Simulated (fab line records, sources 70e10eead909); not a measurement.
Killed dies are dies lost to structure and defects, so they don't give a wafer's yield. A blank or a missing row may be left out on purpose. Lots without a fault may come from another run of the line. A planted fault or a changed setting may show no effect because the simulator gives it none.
Chamber matching | flow nand_harc | NHARC_A_STAIRCASE_TRIM_233 on rie_diel-07: 4 sister chambers
The step chemistry O2, time 211.2 s. 16 wafers are shown with their chamber, then 7 later ones without.

WAFERS WITH THEIR CHAMBER
wafer  | chamber | drypump_motor_current_A (A) | showerhead_plenum_p_Torr (Torr) | oes_product_au (a.u.)
L572.1 | 1       | 6.7                         | 3.52                            | 1.019
L572.2 | 3       | 5.1                         | 3.55                            | 0.972
L572.3 | 0       | 5.3                         | 3.62                            | 1.024
L573.2 | 0       | 5.3                         | 3.62                            | 1.013
L573.3 | 2       | 6.2                         | 3.46                            | 0.981
L573.5 | 0       | 5.3                         | 3.62                            | 1.000
L577.2 | 1       | 6.7                         | 3.51                            | 1.012
L577.5 | 2       | 6.2                         | 3.46                            | 0.987
L577.6 | 3       | 5.1                         | 3.55                            | 0.986
L576.2 | 0       | 5.3                         | 3.61                            | 1.002
L576.4 | 2       | 6.2                         | 3.45                            | 0.995
L576.5 | 1       | 6.7                         | 3.51                            | 1.009
L579.3 | 1       | 6.7                         | 3.51                            | 1.015
L579.5 | 0       | 5.4                         | 3.61                            | 1.040
L579.6 | 3       | 5.1                         | 3.55                            | 0.991
L581.1 | 3       | 5.1                         | 3.54                            | 0.980

SIGNATURES (means of the wafers above)
reading                  | chamber 0 | chamber 1 | chamber 2 | chamber 3 | scatter within a chamber
drypump_motor_current_A  | 5.320     | 6.700     | 6.200     | 5.100     | 0.0258
showerhead_plenum_p_Torr | 3.6160    | 3.5125    | 3.4567    | 3.5475    | 0.0053
oes_product_au           | 1.01580   | 1.01375   | 0.98767   | 0.98225   | 0.011
Rule: a wafer's distance from a chamber is the root of the sum, over the readings, of the square of ((its reading less the chamber's mean) divided by the reading's scatter). The wafer belongs to the nearest chamber; if the next one is less than 2 further off, it can't be placed. The scatter: the root of (the sum of the squares of (reading less its chamber's mean) over the shown wafers, divided by (wafers less chambers)).

WAFERS WITHOUT THEIR CHAMBER
wafer  | drypump_motor_current_A (A) | showerhead_plenum_p_Torr (Torr) | oes_product_au (a.u.)
L581.5 | 5.3                         | 3.61                            | 1.019
L581.6 | 5.1                         | 3.55                            | 0.975
L584.1 | 5.1                         | 3.54                            | 0.980
L584.2 | 5.3                         | 3.60                            | 1.016
L584.3 | 6.7                         | 3.50                            | 1.010
L592.2 | 6.2                         | 3.44                            | 0.997
L592.4 | 6.7                         | 3.49                            | 1.024

WHICH CHAMBER EACH WENT THROUGH
wafer  | from the rows above | in truth
L581.5 | 0                   | 0
L581.6 | 3                   | 3
L584.1 | 3                   | 3
L584.2 | 0                   | 0
L584.3 | 1                   | 1
L592.2 | 2                   | 2
L592.4 | 1                   | 1
Placed correctly: 7 of 7. Can't be placed from these rows: 0. Placed wrongly: 0.
